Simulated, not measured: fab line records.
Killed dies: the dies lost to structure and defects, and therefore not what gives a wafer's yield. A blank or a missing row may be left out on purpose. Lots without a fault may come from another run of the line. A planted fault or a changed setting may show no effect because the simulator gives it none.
Matching of chambers / flow n5 finfet / ald metal-03 running N5_HKMG_FIN_NWFM_ALD_20: 4 sister chambers
The step deposits TiAlC, target thk 2 nm, pulse time 3 s, purge time 2 s. 8 wafers are shown with their chamber, then 7 later ones without.

## WAFERS, EACH WITH ITS CHAMBER
wafer=L422.5; chamber=2; heater power w (W)=520; precursor pulse height rel=1.009
wafer=L424.6; chamber=1; heater power w (W)=462; precursor pulse height rel=1.007
wafer=L425.1; chamber=1; heater power w (W)=462; precursor pulse height rel=1.027
wafer=L425.2; chamber=0; heater power w (W)=517; precursor pulse height rel=1.013
wafer=L427.1; chamber=2; heater power w (W)=507; precursor pulse height rel=0.984
wafer=L427.5; chamber=3; heater power w (W)=445; precursor pulse height rel=1.034
wafer=L429.2; chamber=0; heater power w (W)=518; precursor pulse height rel=0.997
wafer=L429.3; chamber=3; heater power w (W)=454; precursor pulse height rel=1.008

## WAFERS WITHOUT THEIR CHAMBER
wafer=L429.4; heater power w (W)=510; precursor pulse height rel=0.983
wafer=L431.1; heater power w (W)=434; precursor pulse height rel=0.996
wafer=L431.4; heater power w (W)=527; precursor pulse height rel=1.023
wafer=L431.5; heater power w (W)=535; precursor pulse height rel=0.990
wafer=L432.2; heater power w (W)=547; precursor pulse height rel=0.983
wafer=L432.3; heater power w (W)=435; precursor pulse height rel=0.979
wafer=L432.6; heater power w (W)=436; precursor pulse height rel=0.998

## THE CHAMBER EACH PASSED THROUGH
wafer=L429.4; from the rows above=can't be placed: 2 or 0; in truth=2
wafer=L431.1; from the rows above=can't be placed: 3 or 1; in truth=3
wafer=L431.4; from the rows above=can't be placed: 0 or 2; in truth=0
wafer=L431.5; from the rows above=can't be placed: 0 or 2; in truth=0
wafer=L432.2; from the rows above=can't be placed: 0 or 2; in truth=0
wafer=L432.3; from the rows above=can't be placed: 3 or 1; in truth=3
wafer=L432.6; from the rows above=can't be placed: 3 or 1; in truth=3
Placed correctly: 0 of 7. Cannot be placed on the basis of these rows: 7; the candidates contain the true chamber in 7. Placed wrongly: 0.
How it was worked out, from the rows above alone: a wafer's distance from a chamber is the root of the sum, over the readings, of the square of ((its reading less the chamber's mean) divided by the reading's scatter). The wafer belongs to the nearest chamber; if the next one is less than 2 further off, it can't be placed. Each chamber's mean is taken over the wafers shown for it. How the scatter is found: for the shown wafers, subtract from each reading the mean of its chamber, square and add these, divide the total by (wafers less chambers), then take the root.
